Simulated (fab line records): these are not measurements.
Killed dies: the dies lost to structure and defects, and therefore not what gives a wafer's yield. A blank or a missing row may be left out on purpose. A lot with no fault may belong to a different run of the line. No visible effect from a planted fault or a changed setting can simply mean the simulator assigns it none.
Which of the tools did it?	flow nand harc	72 wafers from 24 lots sampled at 3 of the route's 1159 steps

## WHAT EACH GAUGE READ, for each wafer
NHARC_A_CONTACT_INSPECT_23.
lot	measured	on	raw defect count
L076	day 17 10:21	defect inspect-02	476 370 352
L075	day 17 11:35	defect inspect-02	379 411 449
L077	day 17 18:08	defect inspect-01	342 326 393
L074	day 17 21:37	defect inspect-01	368 285 332
L078	day 17 22:49	defect inspect-02	591 783 495
L079	day 18 03:39	defect inspect-01	468 539 454
L081	day 19 09:10	defect inspect-02	386 320 391
L082	day 19 15:11	defect inspect-01	541 387 525
L080	day 19 20:51	defect inspect-01	472 340 453
L083	day 19 22:20	defect inspect-01	580 485 499
L084	day 20 03:20	defect inspect-02	238 250 258
L088	day 20 04:31	defect inspect-01	386 970 379
L085	day 20 04:53	defect inspect-01	506 367 404
L086	day 20 08:05	defect inspect-02	333 563 566
L090	day 20 20:01	defect inspect-01	291 229 324
L089	day 21 03:46	defect inspect-02	494 410 330
L087	day 21 04:57	defect inspect-02	333 573 367
L092	day 21 10:00	defect inspect-02	355 461 266
L093	day 21 13:03	defect inspect-02	584 387 648
L091	day 21 14:34	defect inspect-01	391 332 323
L095	day 22 10:19	defect inspect-02	526 386 286
L094	day 22 12:10	defect inspect-02	315 340 329
L096	day 22 17:42	defect inspect-01	427 745 704
L097	day 23 04:03	defect inspect-01	643 456 489

## WHICH TOOL RAN EACH LOT (tool, then ch and the chambers of the sampled wafers, then the start)
lot	NHARC_A_CONTACT_ETCH_137	NHARC_A_CONTACT_ETCH_138
L076	har cap etch-02 ch 0,1, day 17 06:41	har cap etch-02 ch 0,1, day 17 06:49
L075	har cap etch-02 ch 0,1, day 17 08:19	har cap etch-02 ch 0,1, day 17 08:26
L077	har cap etch-02 ch 0,1, day 17 12:44	har cap etch-02 ch 0,1, day 17 12:52
L074	har cap etch-01 ch 0,1, day 17 13:52	har cap etch-01 ch 0,1, day 17 14:00
L078	har cap etch-02 ch 0,1, day 17 16:44	har cap etch-02 ch 0,1, day 17 16:51
L079	har cap etch-01 ch 0,1, day 17 19:37	har cap etch-01 ch 0,1, day 17 19:44
L081	har cap etch-03 ch 0,1, day 19 05:27	har cap etch-03 ch 0,1, day 19 05:34
L082	har cap etch-01 ch 0,1, day 19 10:44	har cap etch-01 ch 0,1, day 19 10:52
L080	har cap etch-01 ch 0,1, day 19 16:03	har cap etch-01 ch 0,1, day 19 16:11
L083	har cap etch-03 ch 0,1, day 19 18:38	har cap etch-03 ch 0,1, day 19 18:45
L084	har cap etch-02 ch 0,1, day 19 21:01	har cap etch-02 ch 0,1, day 19 21:08
L088	har cap etch-03 ch 0,1, day 19 21:25	har cap etch-03 ch 0,1, day 19 21:32
L085	har cap etch-02 ch 0,1, day 19 21:58	har cap etch-02 ch 0,1, day 19 22:06
L086	har cap etch-02 ch 0,1, day 20 03:08	har cap etch-02 ch 0,1, day 20 03:16
L090	har cap etch-03 ch 0,1, day 20 16:06	har cap etch-03 ch 0,1, day 20 16:14
L089	har cap etch-03 ch 0,1, day 20 19:08	har cap etch-03 ch 0,1, day 20 19:15
L087	har cap etch-01 ch 0,1, day 20 21:32	har cap etch-01 ch 0,1, day 20 21:39
L092	har cap etch-01 ch 0,1, day 21 01:19	har cap etch-01 ch 0,1, day 21 01:27
L093	har cap etch-03 ch 0, day 21 06:04	har cap etch-03 ch 0, day 21 06:11
L091	har cap etch-02 ch 0,1, day 21 06:52	har cap etch-02 ch 0,1, day 21 07:01
L095	har cap etch-01 ch 0,1, day 22 06:08	har cap etch-01 ch 0,1, day 22 06:15
L094	har cap etch-01 ch 0,1, day 22 08:53	har cap etch-01 ch 0,1, day 22 09:01
L096	har cap etch-02 ch 0,1, day 22 13:50	har cap etch-02 ch 0,1, day 22 13:58
L097	har cap etch-01 ch 0,1, day 22 22:02	har cap etch-01 ch 0,1, day 22 22:10
- NHARC_A_CONTACT_ETCH_137: etches the open film in C4F8/O2/Ar, time 132 s, target depth 1287 nm.
- NHARC_A_CONTACT_ETCH_138: etches the open film in C4F8/O2/Ar, time 132 s, target depth 1289 nm.

## WHAT THE TOOLS THEMSELVES READ (means of the sampled wafers that have a number; where no wafer has one, the mark that the record gives instead)
The record holds no such reading with a usual standard deviation.

## THE ANSWER, worked out from the rows above alone
Rule: the lots themselves supply what counts as usual. Put in order of their means at a reading, lots are off if they are a third of the lots or fewer, leave a main group of 4 or more, and stand apart from it by a gap of 3 or more times the standard deviation of the main group's means; of several such gaps the widest counts. A main group whose means are all the same, to the digits that the tables above print for the reading, isn't used. A lot without any number at a reading at which 4 lots or more have one is off too. All remaining lots with rows at the step are treated as sound. First the gauges in route order, then the tools' own readings, where a lot's mean is used as printed above. The first step at which some lot is off is used, and at that step the reading that is off furthest; a lot without a number counts as furthest.
No lot is off at any reading shown: from this, nothing can be told.

## WHAT HAD BEEN PUT IN BY THE SIMULATOR
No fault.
